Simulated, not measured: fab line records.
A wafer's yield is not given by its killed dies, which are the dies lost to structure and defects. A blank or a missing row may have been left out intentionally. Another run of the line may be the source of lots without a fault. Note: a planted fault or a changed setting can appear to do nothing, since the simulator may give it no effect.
fab line records	flow nand-harc
record lots=24	wafers=72	last-day=24
route steps=1159 shown A_M0@1005 A_M1@1036
lots that met no fault: from a run of the same line without faults
start-h: start of the lot's first displayed wafer, in hours after the record's first day	wait-h: how many hours have passed since the lot's step before this one	" repeats the value in the row above	L1.1+2: one row covering several wafers at once	- no value, or no start was given	* or withheld: withheld	< > ~ a bound
route shown NAME@n: names a module that has steps shown in the file, with the first one's number in the route	usual: mean/standard deviation taken from wafers without a fault	same: alike in all rows	chamber/n: place in a boat	sites: the reading at each site	_std_site: standard deviation across them	_edge_site: inner sites' mean taken away from outer sites' mean	radius-mm: for every site, how far away it sits from the centre of the wafer	mask NAME#n: copy n	behind: the most recent tool/chamber to have shaped the wafer	hold: why the lot went on hold/how many hours it stayed there/how the hold came to an end	device: transistor that didn't switch, given as n, p or np	end of line: tests of these same wafers at the route's end	a step given without rows: its recipe and nothing more	killed: dies that structure and defects cost at the first sort, which is not the same as the wafer's yield	map: a wafer's dies, marking killed ones x, the rest . and places with no die _
set.NAME: the run value of the setting; set.NAME@STEP: its run value at that earlier step	model.NAME: the simulator's own value behind a step, which no gauge read
the route's steps for a sample of lots (tables are steps, rows are wafers)
services: from which hour (start-h, from the record's first day; less than 0 if before it) a tool's chamber was out of use, for how many hours, and why
## steps
# step NHARC_A_M0_OVL_MEAS_10
# recipe pitch-nm=160
# usual overlay-x-nm=0.1/0.75	overlay-y-nm=0.2/0.75
lot.wafer	tool	chamber	start-h	wait-h	overlay-x-nm	overlay-y-nm
L075.1	overlay-01	-	405.66	-	1.2	0.2
L075.2	"	-	"	"	0.9	0.1
L075.6	"	-	"	"	0.3	-0.1
L074.1	overlay-01	-	406.11	-	-1.1	-1.1
L074.2	"	-	"	"	-0.7	-1.3
L074.6	"	-	"	"	-0.8	-1.4
L077.3	overlay-01	-	411.45	-	-0.1	0.6
L077.4	"	-	"	"	0.7	0.4
L077.5	"	-	"	"	0.4	0.7
L078.1	overlay-02	-	411.77	-	0.5	0.5
L078.2	"	-	"	"	-0.1	0.5
L078.5	"	-	"	"	1.1	0.6
L076.1	overlay-01	-	415.08	-	0.0	-0.2
L076.4	"	-	"	"	0.1	-0.2
L076.5	"	-	"	"	0.5	-0.2
L080.1	overlay-02	-	427.30	-	2.0	1.2
L080.4	"	-	"	"	1.6	1.7
L080.6	"	-	"	"	1.4	1.8
L079.3	overlay-01	-	427.79	-	-0.2	0.9
L079.5	"	-	"	"	-0.1	1.3
L079.6	"	-	"	"	-0.4	1.3
L083.2	overlay-02	-	437.61	-	0.0	-0.3
L083.5	"	-	"	"	-0.2	-0.2
L083.6	"	-	"	"	-0.1	0.4
L082.1	overlay-02	-	446.81	-	0.2	0.4
L082.3	"	-	"	"	0.5	0.5
L082.5	"	-	"	"	0.7	0.7
L085.1	overlay-02	-	454.04	-	-0.9	0.7
L085.5	"	-	"	"	-1.2	0.3
L085.6	"	-	"	"	-1.1	0.5
L081.1	overlay-01	-	459.12	-	0.3	-0.3
L081.2	"	-	"	"	-0.1	-1.0
L081.5	"	-	"	"	0.6	-0.2
L084.1	overlay-01	-	462.66	-	1.9	-0.7
L084.4	"	-	"	"	1.5	-0.3
L084.5	"	-	"	"	1.1	-0.2
L087.1	overlay-01	-	463.24	-	0.4	0.2
L087.3	"	-	"	"	0.1	0.3
L087.5	"	-	"	"	0.9	-0.2
L086.1	overlay-01	-	464.24	-	-0.7	-0.7
L086.2	"	-	"	"	-0.8	-1.1
L086.4	"	-	"	"	-0.4	-1.0
L089.4	overlay-01	-	477.54	-	1.3	1.8
L089.5	"	-	"	"	0.1	1.1
L089.6	"	-	"	"	0.8	0.8
L088.2	overlay-02	-	483.33	-	0.3	-0.7
L088.4	"	-	"	"	0.9	-0.3
L088.6	"	-	"	"	0.7	-0.8
L090.2	overlay-02	-	490.27	-	0.2	-0.3
L090.4	"	-	"	"	-0.2	-0.3
L090.6	"	-	"	"	0.1	-0.3
L091.1	overlay-01	-	498.67	-	-1.1	0.2
L091.3	"	-	"	"	-0.6	0.1
L091.6	"	-	"	"	-0.9	0.6
L093.1	overlay-01	-	502.03	-	-0.5	-1.0
L093.2	"	-	"	"	-0.4	-0.3
L093.3	"	-	"	"	0.0	-0.6
L092.1	overlay-01	-	503.69	-	0.0	-0.2
L092.3	"	-	"	"	-0.1	-0.3
L092.5	"	-	"	"	-0.1	-0.3
L095.3	overlay-01	-	506.85	-	0.3	0.9
L095.5	"	-	"	"	0.9	0.8
L095.6	"	-	"	"	1.0	1.3
L094.3	overlay-01	-	510.86	-	0.6	0.8
L094.4	"	-	"	"	0.3	0.0
L094.6	"	-	"	"	0.0	0.3
L097.1	overlay-02	-	520.72	-	-0.8	-0.2
L097.2	"	-	"	"	-1.2	-0.9
L097.6	"	-	"	"	-1.0	-0.3
L096.1	overlay-02	-	529.83	-	-0.7	0.0
L096.4	"	-	"	"	-0.7	0.2
L096.6	"	-	"	"	-0.5	-0.2
# step NHARC_A_M0_CD_MEAS_16
# usual cd-nm=79.7/0.81
lot.wafer	tool	chamber	start-h	wait-h	cd-nm
L075.1	cd-sem-02	-	406.06	-	79.9
L075.2	"	-	"	"	79.5
L075.6	"	-	"	"	79.7
L074.1	cd-sem-01	-	406.51	-	78.4
L074.2	"	-	"	"	80.4
L074.6	"	-	"	"	79.4
L077.3	cd-sem-03	-	411.85	-	80.3
L077.4	"	-	"	"	79.9
L077.5	"	-	"	"	79.8
L078.1	cd-sem-02	-	412.17	-	79.2
L078.2	"	-	"	"	79.3
L078.5	"	-	"	"	79.7
L076.1	cd-sem-02	-	415.48	-	80.0
L076.4	"	-	"	"	79.9
L076.5	"	-	"	"	78.7
L080.1	cd-sem-01	-	427.74	-	79.2
L080.4	"	-	"	"	80.1
L080.6	"	-	"	"	79.7
L079.3	cd-sem-02	-	428.22	-	81.5
L079.5	"	-	"	"	80.6
L079.6	"	-	"	"	81.3
L083.2	cd-sem-03	-	438.03	-	79.9
L083.5	"	-	"	"	79.7
L083.6	"	-	"	"	80.8
L082.1	cd-sem-01	-	447.22	-	80.1
L082.3	"	-	"	"	79.6
L082.5	"	-	"	"	79.2
L085.1	cd-sem-02	-	454.44	-	79.4
L085.5	"	-	"	"	79.6
L085.6	"	-	"	"	79.6
L081.1	cd-sem-01	-	459.66	-	81.5
L081.2	"	-	"	"	81.1
L081.5	"	-	"	"	81.4
L084.1	cd-sem-01	-	463.06	-	78.5
L084.4	"	-	"	"	80.8
L084.5	"	-	"	"	79.9
L087.1	cd-sem-01	-	463.64	-	80.6
L087.3	"	-	"	"	79.8
L087.5	"	-	"	"	81.1
L086.1	cd-sem-02	-	464.64	-	78.1
L086.2	"	-	"	"	78.7
L086.4	"	-	"	"	78.6
L089.4	cd-sem-01	-	477.94	-	80.0
L089.5	"	-	"	"	80.2
L089.6	"	-	"	"	79.8
L088.2	cd-sem-01	-	484.21	-	80.5
L088.4	"	-	"	"	79.0
L088.6	"	-	"	"	78.2
L090.2	cd-sem-01	-	490.67	-	78.5
L090.4	"	-	"	"	80.7
L090.6	"	-	"	"	79.8
L091.1	cd-sem-02	-	499.06	-	81.4
L091.3	"	-	"	"	80.2
L091.6	"	-	"	"	78.7
L093.1	cd-sem-02	-	502.43	-	80.0
L093.2	"	-	"	"	80.4
L093.3	"	-	"	"	79.1
L092.1	cd-sem-02	-	504.08	-	80.5
L092.3	"	-	"	"	80.2
L092.5	"	-	"	"	80.2
L095.3	cd-sem-02	-	507.26	-	78.8
L095.5	"	-	"	"	79.0
L095.6	"	-	"	"	79.1
L094.3	cd-sem-02	-	511.26	-	79.5
L094.4	"	-	"	"	79.4
L094.6	"	-	"	"	80.3
L097.1	cd-sem-02	-	521.11	-	79.7
L097.2	"	-	"	"	79.0
L097.6	"	-	"	"	79.0
L096.1	cd-sem-03	-	530.23	-	79.9
L096.4	"	-	"	"	78.0
L096.6	"	-	"	"	80.2
# step NHARC_A_M1_CD_MEAS_09
# recipe target-cd-nm=120	landing-energy-ev=500
# usual cd-nm=120.0/0.62
lot.wafer	tool	chamber	start-h	wait-h	cd-nm
L074.1	cd-sem-01	0	416.83	-	119.7
L074.2	"	0	"	"	119.3
L074.6	"	0	"	"	120.1
L075.1	cd-sem-03	0	416.99	-	120.5
L075.2	"	0	"	"	119.0
L075.6	"	0	"	"	120.0
L077.3	cd-sem-03	0	417.15	-	119.6
L077.4	"	0	"	"	120.5
L077.5	"	0	"	"	119.7
L078.1	cd-sem-03	0	417.30	-	119.7
L078.2	"	0	"	"	119.7
L078.5	"	0	"	"	118.9
L076.1	cd-sem-01	0	419.04	-	120.1
L076.4	"	0	"	"	119.6
L076.5	"	0	"	"	120.3
L080.1	cd-sem-02	0	431.42	-	119.3
L080.4	"	0	"	"	120.1
L080.6	"	0	"	"	119.9
L079.3	cd-sem-01	0	432.56	-	119.6
L079.5	"	0	"	"	119.4
L079.6	"	0	"	"	119.1
L083.2	cd-sem-01	0	441.50	-	120.0
L083.5	"	0	"	"	119.6
L083.6	"	0	"	"	120.7
L082.1	cd-sem-02	0	451.68	-	120.8
L082.3	"	0	"	"	120.7
L082.5	"	0	"	"	121.3
L085.1	cd-sem-02	0	458.17	-	120.3
L085.5	"	0	"	"	120.3
L085.6	"	0	"	"	119.8
L081.1	cd-sem-01	0	463.23	-	121.1
L081.2	"	0	"	"	120.8
L081.5	"	0	"	"	119.7
L084.1	cd-sem-01	0	466.63	-	120.0
L084.4	"	0	"	"	120.6
L084.5	"	0	"	"	120.3
L087.1	cd-sem-01	0	467.19	-	120.4
L087.3	"	0	"	"	120.2
L087.5	"	0	"	"	120.2
L086.1	cd-sem-01	0	468.18	-	120.5
L086.2	"	0	"	"	119.6
L086.4	"	0	"	"	120.8
L089.4	cd-sem-03	0	481.55	-	121.8
L089.5	"	0	"	"	120.8
L089.6	"	0	"	"	120.5
L088.2	cd-sem-03	0	488.21	-	119.8
L088.4	"	0	"	"	119.6
L088.6	"	0	"	"	119.7
L090.2	cd-sem-01	0	494.47	-	120.0
L090.4	"	0	"	"	121.0
L090.6	"	0	"	"	119.8
L091.1	cd-sem-01	0	502.69	-	119.0
L091.3	"	0	"	"	118.8
L091.6	"	0	"	"	118.9
L093.1	cd-sem-03	0	505.93	-	119.6
L093.2	"	0	"	"	120.0
L093.3	"	0	"	"	119.5
L092.1	cd-sem-01	0	507.96	-	119.9
L092.3	"	0	"	"	119.8
L092.5	"	0	"	"	120.5
L095.3	cd-sem-03	0	510.92	-	121.4
L095.5	"	0	"	"	121.1
L095.6	"	0	"	"	121.3
L094.3	cd-sem-01	0	514.95	-	120.0
L094.4	"	0	"	"	120.6
L094.6	"	0	"	"	120.0
L097.1	cd-sem-02	0	525.38	-	119.7
L097.2	"	0	"	"	120.0
L097.6	"	0	"	"	119.4
L096.1	cd-sem-01	0	533.95	-	119.2
L096.4	"	0	"	"	119.6
L096.6	"	0	"	"	119.1
# step NHARC_A_M1_ETCH_35
# recipe target-depth-a=400	overetch-a=120	time-s=43.94	ion-energy-ev=200	n2-flow-sccm=150	h2-flow-sccm=150	ar-flow-sccm=0	rf-w=400	bias-w=150	chemistry=N2/H2
# usual drypump-motor-current-A=5.6/0.34	n2-flow-sccm=150.0/0.46	oes-product-au=1.001/0.0099	rf-fwd-power-W=395.2/1.7	rf-vpp-V=431.1/2.5	showerhead-plenum-p-Torr=2.06/0.086	throttle-valve-pct=14.171/0.0088
lot.wafer	tool	chamber	start-h	wait-h	drypump-motor-current-A	n2-flow-sccm	oes-product-au	rf-fwd-power-W	rf-hours-counter-h	rf-vpp-V	showerhead-plenum-p-Torr	throttle-valve-pct
L074.2	rie-diel-04	2	417.12	0.1	5.5	149.5	1.005	395.8	8	432.4	2.07	14.168
L074.1	"	3	"	"	6.4	149.8	0.997	396.1	8	431.9	2.13	14.181
L074.6	"	0	"	"	5.6	150.5	1.007	396.4	-	434.1	2.16	14.186
L075.2	rie-diel-10	2	417.27	0.1	5.3	149.6	0.984	393.9	3	429.0	2.00	14.153
L075.1	"	3	"	"	5.5	149.5	1.003	391.6	2	428.4	1.96	14.180
L075.6	"	1	"	"	5.1	150.1	1.007	395.8	-	434.5	2.15	14.169
L077.4	rie-diel-04	3	417.41	0.1	6.4	149.5	0.999	395.2	8	432.9	2.13	14.167
L077.3	"	2	"	"	5.4	150.7	1.014	396.3	8	431.7	2.07	14.157
L077.5	"	0	"	"	5.6	149.3	1.011	395.6	-	433.0	2.16	14.163
L078.1	rie-diel-04	1	417.59	0.1	6.0	150.3	1.002	396.5	8	432.9	2.19	14.163
L078.2	"	3	"	"	6.3	150.0	0.993	393.3	8	432.7	2.13	14.165
L078.5	"	1	"	"	6.0	150.1	0.997	397.7	-	435.9	2.19	14.177
L076.1	rie-diel-10	2	419.31	0.1	5.3	149.4	0.994	395.0	3	429.9	2.00	14.165
L076.4	"	0	"	"	5.5	149.7	1.002	395.7	3	427.8	2.00	14.173
L076.5	"	2	"	"	5.3	149.8	0.986	393.7	-	429.8	2.00	14.161
L080.4	rie-diel-10	0	431.69	0.1	5.5	150.4	1.003	397.1	4	429.6	2.00	14.172
L080.1	"	2	"	"	5.3	149.6	0.997	394.7	3	429.9	2.00	14.164
L080.6	"	1	"	"	5.2	150.6	1.017	394.2	-	435.0	2.15	14.182
L079.3	rie-diel-11	0	432.84	0.1	5.8	150.8	1.000	393.1	2	430.9	2.01	14.171
L079.6	"	0	"	"	5.8	149.4	0.995	394.6	-	430.2	2.01	14.170
L079.5	"	1	"	"	5.5	149.8	1.013	395.1	-	425.9	1.90	14.174
L083.2	rie-diel-04	3	441.79	0.1	6.4	149.6	1.007	395.0	10	432.6	2.13	14.172
L083.5	"	1	"	"	6.0	149.2	1.007	395.4	-	434.5	2.19	14.161
L083.6	"	2	"	"	5.5	150.0	1.003	393.2	-	431.5	2.07	14.165
L082.1	rie-diel-11	0	451.95	0.1	5.8	149.4	1.000	393.8	2	428.7	2.01	14.182
L082.3	"	1	"	"	5.5	150.8	1.013	398.0	2	428.1	1.90	14.177
L082.5	"	0	"	"	5.8	150.2	1.007	395.4	-	429.6	2.01	14.163
L085.1	rie-diel-10	2	458.45	0.1	5.3	150.2	0.985	394.8	5	429.6	2.00	14.169
L085.6	"	1	"	"	5.2	150.5	1.017	396.7	-	431.1	2.15	14.183
L085.5	"	2	"	"	5.3	150.1	1.003	396.3	-	429.9	2.00	14.176
L081.2	rie-diel-10	3	463.51	0.1	5.5	149.9	1.007	391.1	5	429.4	1.96	14.160
L081.1	"	1	"	"	5.2	150.9	1.027	394.5	6	434.0	2.15	14.172
L081.5	"	3	"	"	5.5	150.4	1.011	394.0	-	427.5	1.96	14.178
L084.4	rie-diel-10	2	466.90	0.1	5.3	149.7	0.982	395.1	6	429.8	2.00	14.186
L084.1	"	1	"	"	5.2	149.9	1.009	395.1	7	432.9	2.15	14.171
L084.5	"	2	"	"	5.3	150.7	0.991	396.2	-	430.2	2.00	14.188
L087.1	rie-diel-10	2	467.46	0.1	5.3	149.6	0.993	395.3	6	429.0	2.00	14.197
L087.3	"	0	"	"	5.5	150.4	1.012	396.9	7	430.3	2.00	14.175
L087.5	"	2	"	"	5.3	150.4	0.992	394.4	-	429.6	2.00	14.172
L086.2	rie-diel-10	0	468.46	0.1	5.5	149.6	1.005	396.2	7	429.6	2.00	14.174
L086.4	"	1	"	"	5.2	149.4	1.012	396.9	7	434.6	2.15	14.171
L086.1	"	2	"	"	5.3	149.9	0.992	396.4	6	431.0	2.00	14.175
L089.4	rie-diel-04	0	481.83	0.1	5.6	149.0	1.011	394.8	1	434.3	2.16	14.181
L089.6	"	2	"	"	5.4	149.6	1.010	393.2	-	430.0	2.07	14.174
L089.5	"	3	"	"	6.4	149.4	0.997	393.3	-	432.5	2.13	14.165
L088.2	rie-diel-10	3	488.49	0.1	5.5	149.7	1.002	393.3	8	428.6	1.96	14.171
L088.4	"	1	"	"	5.2	149.8	1.019	399.3	10	432.9	2.15	14.178
L088.6	"	2	"	"	5.3	150.4	0.997	394.7	-	427.9	2.00	14.181
L090.4	rie-diel-11	3	494.74	0.1	5.0	150.3	0.986	395.5	3	432.0	2.07	14.169
L090.2	"	0	"	"	5.8	149.7	1.002	395.2	3	429.7	2.01	14.177
L090.6	"	0	"	"	5.8	149.9	1.004	392.9	-	430.1	2.01	14.191
L091.3	rie-diel-04	0	502.96	0.1	5.6	149.6	0.996	396.2	1	433.6	2.16	14.178
L091.1	"	1	"	"	6.0	149.8	0.997	395.6	2	434.4	2.19	14.160
L091.6	"	1	"	"	6.0	150.9	1.004	396.6	-	433.8	2.19	14.187
L093.3	rie-diel-11	3	506.21	0.1	5.1	150.2	0.980	395.8	3	432.2	2.07	14.186
L093.2	"	0	"	"	5.8	149.7	0.995	393.0	3	429.1	2.01	14.170
L093.1	"	2	"	"	5.6	150.4	1.007	396.2	3	433.4	2.12	14.172
L092.3	rie-diel-10	2	508.24	0.1	5.3	150.9	0.987	394.4	11	429.8	2.00	14.171
L092.1	"	0	"	"	5.5	149.3	0.995	394.4	11	429.3	2.00	14.156
L092.5	"	2	"	"	5.3	150.0	0.981	396.5	-	430.3	2.00	14.182
L095.3	rie-diel-04	3	511.19	0.1	6.4	150.4	1.001	393.9	2	432.6	2.13	14.164
L095.5	"	3	"	"	6.4	149.8	0.996	394.1	-	434.6	2.13	14.178
L095.6	"	0	"	"	5.6	150.4	1.006	395.6	-	434.6	2.16	14.166
L094.3	rie-diel-10	3	515.22	0.1	5.5	149.6	1.014	392.6	11	428.7	1.95	14.164
L094.4	"	2	"	"	5.3	150.7	0.983	396.1	12	429.5	2.00	14.174
L094.6	"	3	"	"	5.5	150.2	1.011	393.5	-	427.5	1.95	14.152
L097.1	rie-diel-04	2	525.67	0.1	5.5	150.3	1.004	393.5	3	431.7	2.07	14.176
L097.2	"	0	"	"	5.6	149.7	1.005	395.1	3	433.5	2.16	14.167
L097.6	"	3	"	"	6.4	149.4	0.995	394.0	-	433.1	2.13	14.170
L096.1	rie-diel-11	2	534.23	0.1	5.6	149.7	1.006	397.2	4	431.7	2.12	14.160
L096.4	"	3	"	"	5.1	150.3	0.989	398.2	4	431.6	2.07	14.165
L096.6	"	1	"	"	5.5	149.5	1.002	397.4	-	424.7	1.90	14.172
# step NHARC_A_M1_CD_MEAS_16
# usual cd-nm=120.0/0.77
lot.wafer	tool	chamber	start-h	wait-h	cd-nm
L074.1	cd-sem-02	-	417.33	-	119.8
L074.2	"	-	"	"	119.4
L074.6	"	-	"	"	121.0
L075.1	cd-sem-03	-	417.52	-	120.7
L075.2	"	-	"	"	118.6
L075.6	"	-	"	"	119.6
L077.3	cd-sem-01	-	417.68	-	119.8
L077.4	"	-	"	"	119.5
L077.5	"	-	"	"	119.9
L078.1	cd-sem-02	-	417.81	-	120.5
L078.2	"	-	"	"	119.4
L078.5	"	-	"	"	119.4
L076.1	cd-sem-03	-	419.53	-	120.4
L076.4	"	-	"	"	120.1
L076.5	"	-	"	"	120.7
L080.1	cd-sem-03	-	431.91	-	119.9
L080.4	"	-	"	"	120.6
L080.6	"	-	"	"	120.0
L079.3	cd-sem-03	-	433.07	-	119.4
L079.5	"	-	"	"	120.0
L079.6	"	-	"	"	119.0
L083.2	cd-sem-01	-	442.00	-	120.0
L083.5	"	-	"	"	120.3
L083.6	"	-	"	"	121.0
L082.1	cd-sem-03	-	452.17	-	120.6
L082.3	"	-	"	"	120.5
L082.5	"	-	"	"	120.4
L085.1	cd-sem-01	-	458.66	-	120.9
L085.5	"	-	"	"	120.1
L085.6	"	-	"	"	119.4
L081.1	cd-sem-01	-	463.72	-	120.5
L081.2	"	-	"	"	121.1
L081.5	"	-	"	"	120.0
L084.1	cd-sem-02	-	467.12	-	120.1
L084.4	"	-	"	"	121.0
L084.5	"	-	"	"	120.5
L087.1	cd-sem-01	-	467.68	-	120.4
L087.3	"	-	"	"	120.2
L087.5	"	-	"	"	119.6
L086.1	cd-sem-01	-	468.68	-	120.8
L086.2	"	-	"	"	120.0
L086.4	"	-	"	"	120.3
L089.4	cd-sem-01	-	482.04	-	122.1
L089.5	"	-	"	"	120.8
L089.6	"	-	"	"	120.8
L088.2	cd-sem-03	-	488.82	-	119.5
L088.4	"	-	"	"	119.2
L088.6	"	-	"	"	119.4
L090.2	cd-sem-03	-	494.96	-	120.0
L090.4	"	-	"	"	120.4
L090.6	"	-	"	"	118.8
L091.1	cd-sem-03	-	503.18	-	119.6
L091.3	"	-	"	"	118.8
L091.6	"	-	"	"	118.8
L093.1	cd-sem-03	-	506.43	-	120.3
L093.2	"	-	"	"	118.9
L093.3	"	-	"	"	120.0
L092.1	cd-sem-01	-	508.45	-	120.1
L092.3	"	-	"	"	119.7
L092.5	"	-	"	"	119.8
L095.3	cd-sem-01	-	511.41	-	121.8
L095.5	"	-	"	"	121.0
L095.6	"	-	"	"	122.0
L094.3	cd-sem-01	-	515.44	-	119.6
L094.4	"	-	"	"	121.0
L094.6	"	-	"	"	119.5
L097.1	cd-sem-03	-	525.89	-	120.1
L097.2	"	-	"	"	120.4
L097.6	"	-	"	"	119.2
L096.1	cd-sem-03	-	534.44	-	118.6
L096.4	"	-	"	"	117.9
L096.6	"	-	"	"	120.2
# step NHARC_A_M1_PVD_20
# recipe target-thk-a=50	bias-v=168.6	power-w=15000	chamber-pressure-pa=0.12	time-s=8.06	substrate-temp-c=50	material=TaN
# usual cathode-dc-power-W=15000/2.6	chamber-pressure-pa=0.11998/0.00024	throttle-valve-pct=30.0/0.88
lot.wafer	tool	chamber	start-h	wait-h	cathode-dc-power-W	chamber-pressure-pa	throttle-valve-pct
L074.1	pvd-sputter-03	-	-	-	14999	0.12	31.3
L074.2	"	-	"	"	15001	0.11973	30.8
L074.6	"	-	"	"	14999	0.11998	28.6
L075.1	pvd-sputter-02	-	-	-	15004	0.11979	30.3
L075.2	"	-	"	"	15001	0.12001	31.1
L075.6	"	-	"	"	15002	0.11994	30.5
L077.3	pvd-sputter-03	-	-	-	14999	0.12032	30.2
L077.4	"	-	"	"	14999	0.12027	28.5
L077.5	"	-	"	"	14999	0.12022	31.3
L078.1	pvd-sputter-03	-	-	-	14999	0.11979	28.4
L078.2	"	-	"	"	14999	0.11989	31.1
L078.5	"	-	"	"	14999	0.12012	30.1
L076.1	pvd-sputter-01	-	-	-	15002	0.12042	28.6
L076.4	"	-	"	"	15000	0.11998	30.5
L076.5	"	-	"	"	14994	0.12039	29.7
L080.4	pvd-sputter-02	-	-	-	15002	0.11992	29.2
L080.1	"	-	"	"	15001	0.11992	31.1
L080.6	"	-	"	"	14997	0.11981	29.2
L079.3	pvd-sputter-03	-	-	-	14997	0.1202	28.7
L079.5	"	-	"	"	14996	0.11995	30.6
L079.6	"	-	"	"	14999	0.1201	28.4
L083.2	pvd-sputter-02	-	-	-	15004	0.11974	30.6
L083.5	"	-	"	"	15003	0.12024	30.6
L083.6	"	-	"	"	14998	0.11978	29.1
L082.3	pvd-sputter-02	-	-	-	15002	0.11959	30.5
L082.1	"	-	"	"	14999	0.11995	31.2
L082.5	"	-	"	"	14997	0.11998	30.6
L085.1	pvd-sputter-02	-	-	-	15000	0.12035	30.2
L085.5	"	-	"	"	15002	0.11992	30.2
L085.6	"	-	"	"	15002	0.11989	30.8
L081.2	pvd-sputter-02	-	-	-	15001	0.12005	31.3
L081.1	"	-	"	"	14996	0.12031	30.7
L081.5	"	-	"	"	14999	0.11989	30.2
L084.1	pvd-sputter-01	-	-	-	15002	0.11984	28.6
L084.4	"	-	"	"	14999	0.12034	30.1
L084.5	"	-	"	"	14998	0.12008	28.5
L087.3	pvd-sputter-01	-	-	-	15003	0.11986	30.4
L087.1	"	-	"	"	15000	0.11976	29.7
L087.5	"	-	"	"	15001	0.12008	29.9
L086.4	pvd-sputter-02	-	-	-	15001	0.11998	30.8
L086.1	"	-	"	"	15001	0.12	29.5
L086.2	"	-	"	"	14996	0.11994	31.2
L089.4	pvd-sputter-01	-	-	-	14999	0.1201	30.6
L089.6	"	-	"	"	15000	0.1202	30.1
L089.5	"	-	"	"	14996	0.11957	30.4
L088.2	pvd-sputter-01	-	-	-	15003	0.12016	29.9
L088.4	"	-	"	"	15006	0.12021	30.2
L088.6	"	-	"	"	15002	0.11993	29.9
L090.2	pvd-sputter-03	-	-	-	15003	0.11973	30.1
L090.4	"	-	"	"	15003	0.11985	30.7
L090.6	"	-	"	"	15000	0.11997	30.1
L091.1	pvd-sputter-03	-	-	-	15002	0.11976	30.7
L091.3	"	-	"	"	15000	0.1202	30.3
L091.6	"	-	"	"	15004	0.12003	30.5
L093.1	pvd-sputter-02	-	-	-	15003	0.1195	29.1
L093.3	"	-	"	"	15001	0.11967	31.2
L093.2	"	-	"	"	15002	0.12002	30.2
L092.1	pvd-sputter-01	-	-	-	15000	0.12022	28.6
L092.3	"	-	"	"	15001	0.12028	30.5
L092.5	"	-	"	"	15002	0.12039	28.8
L095.3	pvd-sputter-01	-	-	-	15001	0.12038	28.2
L095.5	"	-	"	"	15000	0.11985	29.7
L095.6	"	-	"	"	15000	0.1204	28.4
L094.3	pvd-sputter-03	-	-	-	15000	0.11984	30.8
L094.4	"	-	"	"	14997	0.11998	28.3
L094.6	"	-	"	"	14999	0.1196	30.2
L097.1	pvd-sputter-02	-	-	-	14998	0.12028	29.2
L097.2	"	-	"	"	15002	0.11977	30.4
L097.6	"	-	"	"	14999	0.11992	30.6
L096.1	pvd-sputter-01	-	-	-	14995	0.12001	27.7
L096.4	"	-	"	"	14996	0.12003	31.5
L096.6	"	-	"	"	15000	0.11989	30.3
## services
tool	chamber	start-h	hours	kind
pvd-sputter-02	-	397.22	10.0	pm
rie-diel-10	0	411.50	-	clean
rie-diel-10	1	411.50	-	clean
rie-diel-10	2	411.50	-	clean
rie-diel-10	3	411.50	-	clean
rie-diel-10	-	426.76	0.2	repair
rie-diel-10	0	436.00	-	clean
rie-diel-10	1	436.00	-	clean
rie-diel-10	2	436.00	-	clean
rie-diel-10	3	436.00	-	clean
pvd-sputter-03	-	458.00	10.0	pm
rie-diel-04	3	459.29	13.3	repair
rie-diel-10	0	460.50	-	clean
rie-diel-10	1	460.50	-	clean
rie-diel-10	2	460.50	-	clean
rie-diel-10	3	460.50	-	clean
rie-diel-04	-	465.98	9.0	pm
rie-diel-10	0	485.00	-	clean
rie-diel-10	1	485.00	-	clean
rie-diel-10	2	485.00	-	clean
rie-diel-10	2	502.32	4.0	repair
pvd-sputter-01	-	514.01	10.0	pm
pvd-sputter-02	-	516.20	1.8	repair
rie-diel-10	-	530.50	9.0	pm
## key
fault none
